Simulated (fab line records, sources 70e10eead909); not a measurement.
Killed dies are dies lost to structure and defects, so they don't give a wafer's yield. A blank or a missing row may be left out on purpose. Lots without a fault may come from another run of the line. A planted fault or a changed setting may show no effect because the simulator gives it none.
fab line records | flow nand_harc
record lots=14 wafers=42 last_day=33
route steps=1302 shown A_STAIRCASE@876 A_BONDPAD@1232 THIN_TSV@1276 END@1302
lots that met no fault: from a run of the same line without faults
start_h: hours from the record's first day to the start of the lot's first wafer shown | wait_h: hours since the lot's step before | " the same as in the row above | L1.1+2: a row that stands for several wafers | - no value, or no start given | * or withheld: withheld | < > ~ a bound
route shown NAME@n: a module of which the file shows steps, and the number in the route of the first | usual: mean/standard deviation of fault-free wafers | same: alike in all rows | chamber/n: place in a boat | sites: the reading at each site | _std_site: their standard deviation | _edge_site: outer sites' mean less inner sites' | radius_mm: how far each site lies from the wafer's centre | mask NAME#n: copy n | behind: the tool/chamber that last shaped the wafer | hold: why the lot was held/for how many hours/how that ended | device: the transistor (n, p or np) that didn't switch | end of line: the same wafers' tests at the end of the route | a step without rows: its recipe alone | killed: dies lost to structure and defects at the first sort, not the wafer's yield | map: a wafer's dies, x killed, . not, _ none there
set.NAME: the setting as run; set.NAME@STEP: as run at that earlier step | model.NAME: the simulator's own value behind a step, which no gauge read
steps of the route over a sample of lots; a table a step, a row a wafer
services: from which hour (start_h, from the record's first day; less than 0 if before it) a tool's chamber was out of use, for how many hours, and why
## steps
# step NHARC_A_STAIRCASE_CMP_450
# recipe target_thk_nm=200 material=SiO2
# usual edge_zone_pressure_frac=0.999/0.0046 motor_current_A=12.3/1.3
# columns lot.wafer tool chamber start_h wait_h edge_zone_pressure_frac motor_current_A
L989.3 cmp-03 0 433.40 - 0.999 11.0
L989.1 " 1 " " 1.008 15.1
L989.6 " 3 " " 1.000 12.1
L988.3 cmp-03 3 433.67 - 0.993 12.6
L988.2 " 1 " " 1.000 14.2
L988.6 " 2 " " 1.003 9.9
L990.3 cmp-03 1 464.70 - 0.995 13.9
L990.5 " 0 " " 1.001 11.3
L990.6 " 1 " " 0.994 14.2
L991.3 cmp-01 0 464.72 - 0.996 13.0
L991.1 " 1 " " 0.996 13.5
L991.5 " 0 " " 0.994 13.5
L992.2 cmp-02 1 473.77 - 0.994 12.4
L992.1 " 2 " " 0.995 12.2
L992.5 " 2 " " 0.993 12.2
L995.1 cmp-03 1 494.19 - 0.997 14.9
L995.2 " 2 " " 1.008 10.2
L995.6 " 0 " " 0.993 12.1
L994.3 cmp-02 2 494.49 - 1.005 11.8
L994.1 " 3 " " 0.999 11.5
L994.5 " 3 " " 0.998 10.9
L993.1 cmp-01 3 495.99 - 0.997 11.8
L993.3 " 1 " " 0.994 12.8
L993.4 " 2 " " 1.007 14.3
L996.1 cmp-02 0 513.08 - 1.001 10.6
L996.4 " 3 " " 1.002 11.2
L996.5 " 0 " " 1.002 10.4
L100.2 cmp-02 0 549.45 - 1.003 10.3
L100.3 " 1 " " 1.000 12.6
L100.4 " 2 " " 1.002 12.8
L101.1 cmp-02 0 580.11 - 1.013 10.7
L101.5 " 1 " " 1.005 12.6
L101.6 " 2 " " 1.003 12.8
L102.3 cmp-03 0 580.36 - 0.994 11.7
L102.1 " 2 " " 1.001 10.8
L102.5 " 0 " " 0.996 11.7
L111.2 cmp-01 0 668.04 - 0.997 13.3
L111.1 " 1 " " 1.002 13.7
L111.3 " 2 " " 0.996 13.9
L110.2 cmp-03 2 668.07 - 1.001 10.7
L110.1 " 0 " " 1.007 12.5
L110.6 " 2 " " 1.000 10.1
# step NHARC_A_BONDPAD_THK_MEAS_20
# recipe thk_meas_gauge=xrf
# usual thk_nm=169.7/1.5
# columns lot.wafer tool chamber start_h wait_h thk_nm
L988.2 film_metro-01 - 542.06 - 168.8
L988.3 " - " " 170.3
L988.6 " - " " 167.7
L989.1 film_metro-02 - 542.76 - 170.3
L989.3 " - " " 168.6
L989.6 " - " " 165.4
L991.1 film_metro-01 - 560.00 - 166.9
L991.3 " - " " 169.7
L991.5 " - " " 170.1
L990.3 film_metro-01 - 561.04 - 166.0
L990.5 " - " " 170.7
L990.6 " - " " 170.5
L992.1 film_metro-01 - 577.97 - 168.6
L992.2 " - " " 169.6
L992.5 " - " " 167.5
L994.1 film_metro-01 - 591.67 - 170.2
L994.3 " - " " 168.7
L994.5 " - " " 170.3
L995.1 film_metro-01 - 598.04 - 169.6
L995.2 " - " " 167.9
L995.6 " - " " 171.3
L993.1 film_metro-01 - 599.75 - 169.0
L993.3 " - " " 169.3
L993.4 " - " " 168.1
L996.1 film_metro-02 - 611.98 - 169.2
L996.4 " - " " 170.1
L996.5 " - " " 171.4
L100.2 film_metro-02 - 647.92 - 170.8
L100.3 " - " " 171.2
L100.4 " - " " 170.2
L102.1 film_metro-02 - 673.76 - 172.0
L102.3 " - " " 168.4
L102.5 " - " " 169.9
L101.1 film_metro-02 - 682.14 - 171.6
L101.5 " - " " 170.5
L101.6 " - " " 171.0
L110.1 film_metro-01 - 765.63 - 169.7
L110.2 " - " " 169.0
L110.6 " - " " 169.6
L111.1 film_metro-02 - 766.62 - 171.6
L111.2 " - " " 170.6
L111.3 " - " " 172.5
# step NHARC_THIN_TSV_CMP_21
# recipe t_overpolish_s=30 target_thk_nm=2000
# usual edge_zone_pressure_frac=0.999/0.0048 motor_current_A=12.1/1.3 overpolish_run_s=29.999/0.0091
# columns lot.wafer tool chamber start_h wait_h edge_zone_pressure_frac motor_current_A overpolish_run_s
L989.3 cmp-03 1 559.11 - 0.998 14.3 30.005
L989.1 " 3 " " 0.996 13.1 29.998
L989.6 " 0 " " 1.001 12.2 30.009
L988.3 cmp-03 1 559.94 - 0.994 15.5 29.994
L988.2 " 3 " " 0.997 12.4 30.002
L988.6 " 1 " " 0.999 14.5 29.996
L990.3 cmp-02 0 576.87 - 0.993 10.8 29.993
L990.5 " 3 " " 0.999 10.9 29.997
L990.6 " 0 " " 0.997 10.6 29.993
L991.3 cmp-03 2 577.99 - 1.004 10.6 30.027
L991.1 " 3 " " 0.997 11.9 30.005
L991.5 " 3 " " 1.001 12.4 30.001
L992.2 cmp-02 2 597.39 - 0.996 12.8 30.000
L992.1 " 3 " " 0.997 10.9 29.993
L992.5 " 2 " " 1.001 12.4 30.009
L994.3 cmp-02 3 608.17 - 1.001 11.2 30.007
L994.1 " 0 " " 0.997 10.2 29.997
L994.5 " 2 " " 1.007 12.5 29.998
L993.1 cmp-03 1 616.55 - 0.992 13.8 30.005
L993.4 " 2 " " 1.001 10.9 29.999
L993.3 " 0 " " 0.998 12.2 29.999
L995.1 cmp-02 0 617.78 - 0.997 10.4 30.016
L995.2 " 1 " " 1.005 12.8 29.998
L995.6 " 0 " " 1.004 10.7 29.997
L996.4 cmp-01 3 629.31 - 1.008 11.1 30.012
L996.1 " 0 " " 1.010 14.1 30.000
L996.5 " 1 " " 1.001 12.6 29.991
L100.2 cmp-01 0 665.48 - 1.005 13.7 30.011
L100.4 " 1 " " 1.005 12.7 30.007
L100.3 " 2 " " 0.997 13.2 29.997
L102.1 cmp-02 3 694.22 - 1.001 11.1 29.995
L102.3 " 0 " " 0.998 10.3 29.998
L102.5 " 2 " " 1.000 12.5 30.002
L101.1 cmp-01 3 703.88 - 0.992 10.4 30.005
L101.6 " 3 " " 0.990 10.6 30.015
L101.5 " 0 " " 1.000 13.9 29.993
L111.1 cmp-03 2 782.76 - 0.990 10.8 29.985
L111.2 " 3 " " 1.003 12.2 30.010
L111.3 " 1 " " 0.992 14.2 29.995
L110.1 cmp-02 2 783.91 - 1.000 11.9 30.012
L110.2 " 1 " " 1.003 12.6 30.008
L110.6 " 2 " " 1.001 12.0 29.979
# step NHARC_END_SORT_01
# recipe temp_c=25
# usual killed_at_array=65/19 killed_at_other=0.9/1.1 killed_at_periphery=3.5/2.3 killed_dies=69/19 killed_open=3.2/1.8 killed_short=2.4/1.5
# same gross_dies=677
# columns lot.wafer tool chamber start_h wait_h killed_at_array killed_at_other killed_at_periphery killed_dies killed_open killed_short
L100.2 prober-01 0 676.87 2.8 72 1 5 78 4 5
L100.3 prober-01 0 677.68 3.1 270 0 2 272 2 1
L100.4 prober-01 0 678.50 3.4 62 1 2 65 4 3
L101.1 prober-02 0 714.74 2.5 53 0 5 58 4 1
L101.5 prober-02 0 717.98 3.7 239 0 2 241 1 3
L101.6 prober-02 0 718.79 4.1 51 0 3 54 0 1
# killed by level:class
L100.2 A_CHANNEL_HOLE_D1:chamber_film_flake=33 A_CHANNEL_HOLE_D2:chamber_film_flake=19 A_STAIRCASE:chamber_film_flake=5 A_CONTACT:chamber_film_flake=5 A_CHANNEL_FILL_D1:geometric_particle:short=3 P_ZERO_WELL:chamber_film_flake=2 P_STI:chamber_film_flake=2 P_GATE:geometric_particle:open=1
L100.3 A_STAIRCASE:unspecified=208 A_CHANNEL_HOLE_D1:chamber_film_flake=31 A_CHANNEL_HOLE_D2:chamber_film_flake=14 A_CONTACT:chamber_film_flake=9 A_WL_FILL:chamber_film_flake=3 A_STAIRCASE:chamber_film_flake=2 P_CONTACT:geometric_particle:open=1 P_M0:geometric_particle:open=1
L100.4 A_CHANNEL_HOLE_D1:chamber_film_flake=32 A_CHANNEL_HOLE_D2:chamber_film_flake=19 A_CHANNEL_FILL_D1:geometric_particle:short=2 A_STAIRCASE:chamber_film_flake=2 A_CONTACT:chamber_film_flake=2 P_CONTACT:geometric_particle:open=1 P_M1:geometric_particle:open=1 A_ONON_D2:geometric_particle:open=1
L101.1 A_CHANNEL_HOLE_D2:chamber_film_flake=19 A_CONTACT:chamber_film_flake=10 A_CHANNEL_HOLE_D1:chamber_film_flake=8 A_SGD_CUT:chamber_film_flake=5 A_WL_FILL:chamber_film_flake=4 P_GATE:chamber_film_flake=3 A_M0:geometric_particle:open=2 A_SLIT:chamber_film_flake=2
L101.5 A_STAIRCASE:unspecified=201 A_CHANNEL_HOLE_D2:chamber_film_flake=14 A_CHANNEL_HOLE_D1:chamber_film_flake=8 A_CONTACT:chamber_film_flake=7 A_M1:chamber_film_flake=2 P_M1:geometric_particle:open=1 A_CHANNEL_FILL_D2:geometric_particle:short=1 A_WL_FILL:geometric_particle:short=1
L101.6 A_CHANNEL_HOLE_D2:chamber_film_flake=13 A_CHANNEL_HOLE_D1:chamber_film_flake=10 A_CONTACT:chamber_film_flake=8 A_SGD_CUT:chamber_film_flake=5 A_SLIT:chamber_film_flake=4 A_WL_FILL:chamber_film_flake=4 A_DECK1_JOINT:chamber_film_flake=2 A_CHANNEL_FILL_D2:chamber_film_flake=2
## services
# columns tool chamber start_h hours kind
cmp-02 - 431.00 4.0 pm
cmp-01 - 433.30 2.4 repair
cmp-03 - 456.02 4.0 pm
cmp-01 - 479.63 4.0 pm
cmp-01 - 485.35 1.5 repair
cmp-03 - 498.63 0.7 repair
cmp-01 - 510.96 1.4 repair
cmp-01 - 516.95 2.6 repair
cmp-02 - 529.00 4.0 pm
cmp-03 - 554.02 4.0 pm
cmp-02 - 562.30 4.1 repair
cmp-03 - 563.92 0.6 repair
cmp-01 - 577.66 4.0 pm
cmp-02 - 604.48 1.1 repair
cmp-03 - 626.84 3.0 repair
cmp-02 - 627.00 4.0 pm
cmp-02 - 639.45 1.6 repair
cmp-03 - 652.02 4.0 pm
cmp-03 - 668.96 1.1 repair
cmp-03 - 675.60 1.8 repair
cmp-03 - 677.44 37.6 repair
cmp-02 - 725.00 4.0 pm
cmp-03 - 750.02 4.0 pm
cmp-02 - 777.24 2.4 repair
## key
first_sign step=NHARC_END_SORT_01 reading=killed_at_array direction=up sigmas=9.9 usual=65 struck=254
effect step=NHARC_END_SORT_01 reading=killed_dies direction=up sigmas=9.7 usual=69 struck=256
more_kills_born_at NHARC_A_STAIRCASE_CMP_450@cmp-02=409
met_at NHARC_A_STAIRCASE_CMP_450
struck_lots L100,L101
struck_wafers L100.3,L101.5
tester_left_out L100,L101
not_acting_at NHARC_A_BONDPAD_THK_MEAS_20,NHARC_THIN_TSV_CMP_21
onset_between 473.77 549.45
fault kind=chamber_particle_source tool=cmp-02 chamber=1 onset_h=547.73 steps=NHARC_A_STAIRCASE_CMP_450 rate_per_visit_cm2=0.41118 end_h=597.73
# tester_left_out: of these lots the tester's yield and bins aren't shown, on N5 and GAA mostly nor the transistor test; their killed dies are dies lost to structure and defects alone, not to doping, threshold or leakage, so they don't give the yield
